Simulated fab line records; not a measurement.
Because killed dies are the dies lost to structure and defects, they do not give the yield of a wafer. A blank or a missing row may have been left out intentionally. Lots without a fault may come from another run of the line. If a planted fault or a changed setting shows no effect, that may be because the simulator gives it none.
Which tool is to blame? || flow nand_harc || 10 lots with 30 wafers sampled at 5 steps, on a route of 1302 steps

## WHAT EACH GAUGE READ, for each wafer
NHARC_END_SORT_01.
{"lot": "L247", "measured": "day 28 12:13", "on": "prober-02", "defect_limited_yield (%)": "94.1 93.1 90.4"}
{"lot": "L250", "measured": "day 28 22:02", "on": "prober-01", "defect_limited_yield (%)": "85.7 91.1 89.8"}
{"lot": "L252", "measured": "day 30 02:23", "on": "prober-02", "defect_limited_yield (%)": "94.5 92.2 94.1"}
{"lot": "L251", "measured": "day 30 09:52", "on": "prober-01", "defect_limited_yield (%)": "91.9 94.2 91.6"}

## WHAT TOOL EACH LOT RAN ON (gives the tool, then ch and the chambers of the sampled wafers, and finally the start)
{"lot": "L239", "NHARC_A_M0_STRIP_18": "rie_diel-01 ch 1,3, day 23 13:36", "NHARC_A_M0_PRE_CLEAN_29": "pvd_sputter-01, day 23 17:28 or earlier", "NHARC_A_M1_ETCH_15": "rie_diel-05 ch 2,3, day 23 17:28", "NHARC_A_M1_ETCH_28": "rie_diel-03 ch 0,2,3, no start"}
{"lot": "L242", "NHARC_A_M0_STRIP_18": "rie_diel-09 ch 1,2,3, day 24 10:42", "NHARC_A_M0_PRE_CLEAN_29": "pvd_sputter-01, day 24 14:22 or earlier", "NHARC_A_M1_ETCH_15": "rie_diel-02 ch 0,1,2, day 24 14:22", "NHARC_A_M1_ETCH_28": "rie_diel-05 ch 0,1,2, no start"}
{"lot": "L247", "NHARC_A_M0_STRIP_18": "rie_diel-01 ch 0,1,3, day 26 21:45", "NHARC_A_M0_PRE_CLEAN_29": "pvd_sputter-03, day 27 01:27 or earlier", "NHARC_A_M1_ETCH_15": "rie_diel-05 ch 0,1,3, day 27 01:27", "NHARC_A_M1_ETCH_28": "rie_diel-05 ch 1,2,3, day 28 12:13 or earlier"}
{"lot": "L250", "NHARC_A_M0_STRIP_18": "rie_diel-01 ch 1,2, day 27 06:46", "NHARC_A_M0_PRE_CLEAN_29": "pvd_sputter-02, day 27 10:39 or earlier", "NHARC_A_M1_ETCH_15": "rie_diel-05 ch 0,1,3, day 27 10:39", "NHARC_A_M1_ETCH_28": "rie_diel-02 ch 0,1,3, day 28 22:02 or earlier"}
{"lot": "L252", "NHARC_A_M0_STRIP_18": "rie_diel-04 ch 1,2,3, day 28 10:34", "NHARC_A_M0_PRE_CLEAN_29": "pvd_sputter-01, day 28 14:14 or earlier", "NHARC_A_M1_ETCH_15": "rie_diel-03 ch 1,3, day 28 14:14", "NHARC_A_M1_ETCH_28": "rie_diel-02 ch 1,2,3, day 30 02:23 or earlier"}
{"lot": "L251", "NHARC_A_M0_STRIP_18": "rie_diel-04 ch 0,2, day 28 17:37", "NHARC_A_M0_PRE_CLEAN_29": "pvd_sputter-03, day 28 21:38 or earlier", "NHARC_A_M1_ETCH_15": "rie_diel-02 ch 0,1,2, day 28 21:38", "NHARC_A_M1_ETCH_28": "rie_diel-05 ch 1,2,3, day 30 09:52 or earlier"}
{"lot": "L257", "NHARC_A_M0_STRIP_18": "rie_diel-01 ch 1,2, day 30 17:21", "NHARC_A_M0_PRE_CLEAN_29": "pvd_sputter-02, day 30 21:14 or earlier", "NHARC_A_M1_ETCH_15": "rie_diel-03 ch 0,1,3, day 30 21:14", "NHARC_A_M1_ETCH_28": "rie_diel-02 ch 0,3, no start"}
{"lot": "L259", "NHARC_A_M0_STRIP_18": "rie_diel-04 ch 1,3, day 31 07:41", "NHARC_A_M0_PRE_CLEAN_29": "pvd_sputter-01, day 31 11:24 or earlier", "NHARC_A_M1_ETCH_15": "rie_diel-05 ch 1,3, day 31 11:24", "NHARC_A_M1_ETCH_28": "rie_diel-02 ch 1,2,3, no start"}
{"lot": "L258", "NHARC_A_M0_STRIP_18": "rie_diel-04 ch 1,3, day 31 08:35", "NHARC_A_M0_PRE_CLEAN_29": "pvd_sputter-03, day 31 12:33 or earlier", "NHARC_A_M1_ETCH_15": "rie_diel-03 ch 0,2,3, day 31 12:33", "NHARC_A_M1_ETCH_28": "rie_diel-02 ch 0,1,3, no start"}
{"lot": "L261", "NHARC_A_M0_STRIP_18": "rie_diel-09 ch 0,2,3, day 32 18:25", "NHARC_A_M0_PRE_CLEAN_29": "pvd_sputter-01, day 32 22:19 or earlier", "NHARC_A_M1_ETCH_15": "rie_diel-02 ch 0,3, day 32 22:19", "NHARC_A_M1_ETCH_28": "rie_diel-02 ch 1,3, no start"}
- NHARC_A_M0_STRIP_18: strips in N2/H2.
- NHARC_A_M0_PRE_CLEAN_29: time 30 s.
- NHARC_A_M1_ETCH_15: etches the open film in C4F8/Ar, target depth 182.5 nm, time 91.2 s.
- NHARC_A_M1_ETCH_28: etches the open film in CF4/N2, target depth 30 nm, time 72.99 s.

## THE ANSWER, worked out from the rows above alone
Rule: usual is defined by the lots themselves. Put in order of their means at a reading, lots are off if they are a third of the lots or fewer, leave a main group of 4 or more, and stand apart from it by a gap of 3 or more times the standard deviation of the main group's means; of several such gaps the widest counts. If all means in a main group match to the digits the tables above print for the reading, that group is not used. A lot without any number at a reading at which 4 lots or more have one is off too. Any other lot the step has rows for is counted as sound.
No lot is off on any of the readings shown, so nothing can be concluded from this.

## WHAT WAS PUT IN BY THE SIMULATOR
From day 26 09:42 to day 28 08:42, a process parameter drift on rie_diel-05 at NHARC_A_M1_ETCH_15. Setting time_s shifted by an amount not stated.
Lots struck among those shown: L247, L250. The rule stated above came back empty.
